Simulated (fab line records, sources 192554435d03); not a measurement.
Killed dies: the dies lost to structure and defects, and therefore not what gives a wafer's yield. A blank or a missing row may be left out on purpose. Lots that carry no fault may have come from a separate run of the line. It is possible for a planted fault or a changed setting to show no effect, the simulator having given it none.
Comparing a struck lot with a sound one + flow n5Finfet + 38 out of 1938 route steps
Sound: these wafers, L819.1, L819.2, L819.6. Wafers L812.1, L812.2, L812.5 were the ones struck. The cause comes at the end.
Per side, at each step with rows, come the tool, then ch with its chambers, and then its first start. Under that, the readings that differ: sound wafers + struck wafers + difference of the means + sigmas: that difference in standard deviations of wafers without a fault.
alike: readings with means less than 2 such deviations apart, plus words and numbers identical on both sides. not compared: withheld readings, readings lacking a value on some wafer, bounds such as >300 that could conceal the same value, and numbers that have no deviation in the record and whose values overlap.
Wherever a step has rows on one side only, a row that says differs or no value, or a row with sigmas, the two part there. Numbers that don't overlap but have no deviation are shown without sigmas and don't part them. A reading that every wafer of one side lacks parts them only if that side has two wafers or more.

first, 9 steps without rows for these wafers: N5_BEOL_M4_ANNEAL_95 (time 240 s); N5_BEOL_M4_SPUTTER_96 (material Cu, target thk 4.5 nm, time 8.29 s); N5_BEOL_M4_ECD_50 (material Cu, target thk 300 nm); N5_BEOL_M4_ANNEAL_51 (time 90 s); N5_BEOL_M4_CMP_52 (polishes, stops on SiOC, t overpolish 6.8 s, target thk 40 nm); N5_BEOL_M4_PRE_CLEAN_60 (time 15 s); N5_BEOL_M4_CO_CAP_55 (material Co, precursor CCTBA/H2, target thk 2 nm, time 102.1 s); N5_BEOL_M4_PRE_CLEAN_56 (time 15 s); N5_BEOL_M4_DEP_57 (deposits SiCN from 3MS/NH3, target thk 8 nm, time 14 s).
N5_BEOL_M4_RC_MEAS_101:
  sound on prober-01 ch 0, day 15 12:07; struck on prober-01 ch 0, day 12 04:55
  alike: DIBL_N, DIBL_P, IOFF_N, IOFF_P, ION_N, ION_P, SS_N, SS_P, VT_N, VT_P
then, 24 steps without rows for these wafers: N5_BEOL_M5_ILD_DEP_00 (deposits SiCOH lowk from DEMS/porogen, target thk 140.64 nm, time 25.9 s); N5_BEOL_M5_CURE_79 (cures SiCOH lowk, time 240 s); N5_BEOL_M5_PECVD_70 (deposits SiO2 from TEOS/O2, target thk 16 nm, time 18 s); N5_BEOL_M5_HM_DEP_02 (deposits TiN, target thk 20 nm); N5_BEOL_M5_COAT_59 (time 60 s, resist thk 60 nm); N5_BEOL_M5_COAT_60 (time 60 s, resist thk 12 nm); N5_BEOL_M5_COAT_71 (time 60 s, resist thk 5 nm); N5_BEOL_M5_COAT_05 (resist thk 30 nm); N5_BEOL_M5_EBR_07; N5_BEOL_M5_SOFTBAKE_06 (time 60 s); N5_BEOL_M5_EXPOSE_08 (exposes mask M5, target cd 28 nm); N5_BEOL_M5_PEB_09 (peb time 60 s); N5_BEOL_M5_DEVELOP_10 (develop time 30 s); N5_BEOL_M5_DESCUM_16 (chemistry O2, time 7 s); N5_BEOL_M5_ETCH_72 (etches underlayer in N2/H2, target depth 6.5 nm, time 5.2 s); N5_BEOL_M5_ETCH_61 (etches SiARC in CF4, target depth 15.6 nm, time 26 s); N5_BEOL_M5_ETCH_62 (etches SOC in N2/H2, target depth 75 nm, overetch 15 nm, time 112.5 s); N5_BEOL_M5_STRIP_63 (strips in N2/H2); N5_BEOL_M5_STRIP_73 (strips in N2/H2); N5_BEOL_M5_STRIP_64 (strips in CF4); N5_BEOL_M5_HM_OPEN_17 (chemistry Cl2/BCl3, target TiN, target depth 20 nm, overetch 6 nm); N5_BEOL_M5_STRIP_19 (strips in O2); N5_BEOL_M5_COAT_65 (time 60 s, resist thk 60 nm); N5_BEOL_M5_COAT_66 (time 60 s, resist thk 12 nm).
N5_BEOL_M6_ILD_DEP_00: deposits SiCOH lowk from DEMS/porogen, target thk 179.75 nm, time 33.4 s.
  sound on pecvd-04 ch 0,1, day 16 00:22; struck on pecvd-02 ch 0,1,2, day 12 20:20
| reading                                           | sound                | struck               | difference | sigmas |
|---------------------------------------------------|----------------------|----------------------|------------|--------|
| susceptorTempC (C)                                | 300.60 300.11 300.54 | 299.90 300.05 300.01 | -0.43      | -2     |
| model.SiCOH_lowk_of_BEOL_M6_ILD_DEP_00.thkNm (nm) | 180.6 180 181.4      | 327.2 327 333.4      | +148.5     |        |
  alike: heaterPowerOuterW, heaterPowerW, showerheadPlenumPTorr, throttleValvePct
N5_BEOL_M6_THK_MEAS_01:
  sound on filmMetro-01, day 16 00:58; struck on filmMetro-02, day 12 21:23
| reading         | sound             | struck            | difference | sigmas |
|-----------------|-------------------|-------------------|------------|--------|
| M6_ILD_THK (nm) | 155.8 155.3 156.4 | 284.7 284.5 289.9 | +130.5     | +69    |
N5_BEOL_M6_CMP_52: polishes, stops on SiCOH lowk, t overpolish 6.9 s, target thk 80 nm.
  sound on cmp-03 ch 2,3, day 16 06:41; struck on cmp-02 ch 0,1, day 13 07:19
| reading                                           | sound             | struck          | difference | sigmas |
|---------------------------------------------------|-------------------|-----------------|------------|--------|
| motorCurrentA (A)                                 | 6.3 4.8 4.8       | 6.7 7.8 7.4     | +2.0       | +3     |
| model.SiCOH_lowk_of_BEOL_M6_ILD_DEP_00.thkNm (nm) | 152.8 152.2 153.4 | 281.6 281.4 287 | +130.5     |        |
  alike: clearingPlatenRpm, headPressurePsi
-- the record jumps here: 3 days lie between the struck wafers' starts before and after (it left off in module BEOL_M6 and takes up again in module PASSIVATION, whose first step shown is number 1936 of the route) --
N5_PASSIVATION_PROBE_49:
  rows exist in the record for the struck wafers here (prober-02, day 16 17:05), but not for the sound ones

WHERE THEY PART
At N5_BEOL_M6_ILD_DEP_00 first; at N5_PASSIVATION_PROBE_49 last (within this record only).

WHY: the cause the simulator had injected
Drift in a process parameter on pecvd-02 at N5_BEOL_M6_ILD_DEP_00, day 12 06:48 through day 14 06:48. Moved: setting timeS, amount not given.
